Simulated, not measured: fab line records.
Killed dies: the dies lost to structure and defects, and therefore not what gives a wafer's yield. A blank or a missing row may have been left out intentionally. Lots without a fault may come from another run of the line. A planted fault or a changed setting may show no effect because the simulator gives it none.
Chamber matching / flow nand harc / NHARC_P_GATE_DESCUM_48 on rie diel-11: 4 sister chambers
The step chemistry O2, time 3 s. 18 wafers are shown with their chamber, then 9 later ones without.

## WAFERS PAIRED WITH THEIR CHAMBERS
wafer=L074.2; chamber=0; showerhead plenum p Torr (Torr)=1.98; drypump motor current A (A)=5.8; oes product au (a.u.)=0.995
wafer=L074.3; chamber=3; showerhead plenum p Torr (Torr)=2.02; drypump motor current A (A)=6.3; oes product au (a.u.)=1.003
wafer=L074.5; chamber=1; showerhead plenum p Torr (Torr)=1.78; drypump motor current A (A)=5.5; oes product au (a.u.)=0.985
wafer=L075.1; chamber=1; showerhead plenum p Torr (Torr)=1.78; drypump motor current A (A)=5.6; oes product au (a.u.)=0.985
wafer=L075.3; chamber=0; showerhead plenum p Torr (Torr)=1.97; drypump motor current A (A)=5.8; oes product au (a.u.)=0.981
wafer=L075.4; chamber=2; showerhead plenum p Torr (Torr)=1.88; drypump motor current A (A)=5.4; oes product au (a.u.)=0.988
wafer=L076.2; chamber=3; showerhead plenum p Torr (Torr)=2.02; drypump motor current A (A)=6.3; oes product au (a.u.)=1.004
wafer=L076.4; chamber=2; showerhead plenum p Torr (Torr)=1.88; drypump motor current A (A)=5.4; oes product au (a.u.)=0.998
wafer=L076.5; chamber=2; showerhead plenum p Torr (Torr)=1.88; drypump motor current A (A)=5.4; oes product au (a.u.)=0.991
wafer=L084.3; chamber=1; showerhead plenum p Torr (Torr)=1.78; drypump motor current A (A)=5.6; oes product au (a.u.)=0.999
wafer=L084.4; chamber=3; showerhead plenum p Torr (Torr)=2.01; drypump motor current A (A)=6.3; oes product au (a.u.)=1.007
wafer=L084.5; chamber=0; showerhead plenum p Torr (Torr)=1.97; drypump motor current A (A)=5.8; oes product au (a.u.)=0.991
wafer=L086.1; chamber=3; showerhead plenum p Torr (Torr)=2.01; drypump motor current A (A)=6.3; oes product au (a.u.)=1.011
wafer=L086.3; chamber=0; showerhead plenum p Torr (Torr)=1.97; drypump motor current A (A)=5.8; oes product au (a.u.)=0.985
wafer=L086.4; chamber=2; showerhead plenum p Torr (Torr)=1.88; drypump motor current A (A)=5.4; oes product au (a.u.)=1.000
wafer=L086.2; chamber=1; showerhead plenum p Torr (Torr)=1.78; drypump motor current A (A)=5.6; oes product au (a.u.)=1.002
wafer=L086.5; chamber=0; showerhead plenum p Torr (Torr)=1.97; drypump motor current A (A)=5.8; oes product au (a.u.)=0.988
wafer=L086.6; chamber=1; showerhead plenum p Torr (Torr)=1.78; drypump motor current A (A)=5.6; oes product au (a.u.)=0.994

SIGNATURES (averages over the wafers above)
reading=showerhead plenum p Torr; chamber 0=1.9720; chamber 1=1.7800; chamber 2=1.8800; chamber 3=2.0150; scatter within a chamber=0.00359
reading=drypump motor current A; chamber 0=5.800; chamber 1=5.580; chamber 2=5.400; chamber 3=6.300; scatter within a chamber=0.0239
reading=oes product au; chamber 0=0.98800; chamber 1=0.99300; chamber 2=0.99425; chamber 3=1.00625; scatter within a chamber=0.00596
Rule: for a wafer and a chamber, the distance is found by dividing, reading by reading, the gap between the wafer's reading and the chamber's mean by the reading's scatter, squaring, summing and taking the root. If the next closest chamber is less than 2 further off than the closest, the wafer can't be placed; otherwise it belongs to the closest. How the scatter is found: for the shown wafers, subtract from each reading the mean of its chamber, square and add these, divide the total by (wafers less chambers), then take the root.

## WAFERS WITHOUT THEIR CHAMBER
wafer=L090.2; showerhead plenum p Torr (Torr)=1.97; drypump motor current A (A)=5.8; oes product au (a.u.)=0.994
wafer=L090.4; showerhead plenum p Torr (Torr)=1.88; drypump motor current A (A)=5.4; oes product au (a.u.)=0.984
wafer=L090.6; showerhead plenum p Torr (Torr)=1.78; drypump motor current A (A)=5.5; oes product au (a.u.)=0.988
wafer=L090.1; showerhead plenum p Torr (Torr)=2.01; drypump motor current A (A)=6.3; oes product au (a.u.)=1.004
wafer=L090.3; showerhead plenum p Torr (Torr)=1.78; drypump motor current A (A)=5.5; oes product au (a.u.)=0.995
wafer=L090.5; showerhead plenum p Torr (Torr)=1.97; drypump motor current A (A)=5.7; oes product au (a.u.)=1.000
wafer=L093.1; showerhead plenum p Torr (Torr)=1.88; drypump motor current A (A)=5.4; oes product au (a.u.)=0.968
wafer=L093.2; showerhead plenum p Torr (Torr)=2.01; drypump motor current A (A)=6.3; oes product au (a.u.)=1.003
wafer=L093.5; showerhead plenum p Torr (Torr)=1.88; drypump motor current A (A)=5.4; oes product au (a.u.)=0.970

## THE CHAMBER EACH PASSED THROUGH
wafer=L090.2; from the rows above=0; in truth=0
wafer=L090.4; from the rows above=2; in truth=2
wafer=L090.6; from the rows above=1; in truth=1
wafer=L090.1; from the rows above=3; in truth=3
wafer=L090.3; from the rows above=1; in truth=1
wafer=L090.5; from the rows above=0; in truth=0
wafer=L093.1; from the rows above=2; in truth=2
wafer=L093.2; from the rows above=3; in truth=3
wafer=L093.5; from the rows above=2; in truth=2
Correct placement for 9 of the 9. Number that these rows cannot place: 0. Placed wrongly: 0.
